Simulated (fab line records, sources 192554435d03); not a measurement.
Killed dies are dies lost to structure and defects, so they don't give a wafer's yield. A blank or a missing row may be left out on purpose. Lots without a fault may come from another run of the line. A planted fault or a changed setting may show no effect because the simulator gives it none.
Chamber matching | flow n5_finfet | N5_HKMG_FIN_ETCH_86 on rie_diel-02: 4 sister chambers
The step etches SOC in N2/H2, stops on TiN, target depth 393.2 nm. 4 wafers are shown with their chamber, then 9 later ones without.

WAFERS WITH THEIR CHAMBER
wafer  | chamber | showerhead_plenum_p_Torr (Torr)
L084.3 | 3       | 2.45
L084.6 | 0       | 2.40
L088.3 | 2       | 2.67
L088.5 | 1       | 2.63

WAFERS WITHOUT THEIR CHAMBER
wafer  | showerhead_plenum_p_Torr (Torr)
L090.1 | 2.44
L090.2 | 2.67
L090.3 | 2.63
L091.3 | 2.44
L091.4 | 2.63
L091.6 | 2.66
L095.1 | 2.66
L095.2 | 2.62
L095.3 | 2.71

WHICH CHAMBER EACH WENT THROUGH
wafer  | from the rows above     | in truth
L090.1 | can't be placed: 3 or 0 | 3
L090.2 | 2                       | 2
L090.3 | 1                       | 1
L091.3 | can't be placed: 3 or 0 | 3
L091.4 | 1                       | 1
L091.6 | can't be placed: 2 or 1 | 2
L095.1 | can't be placed: 2 or 1 | 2
L095.2 | 1                       | 1
L095.3 | 2                       | 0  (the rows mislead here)
Placed correctly: 4 of 9. Can't be placed from these rows: 4 (the true chamber is among the candidates in 4). Placed wrongly: 1.
How it was worked out, from the rows above alone: a wafer's distance from a chamber is the root of the sum, over the readings, of the square of ((its reading less the chamber's mean) divided by the reading's scatter). The wafer belongs to the nearest chamber; if the next one is less than 2 further off, it can't be placed. A chamber's mean is the mean of its shown wafers. The scatter: with one shown wafer a chamber, the root of the mean of the squares of how far each hidden wafer lies from its nearest shown one.
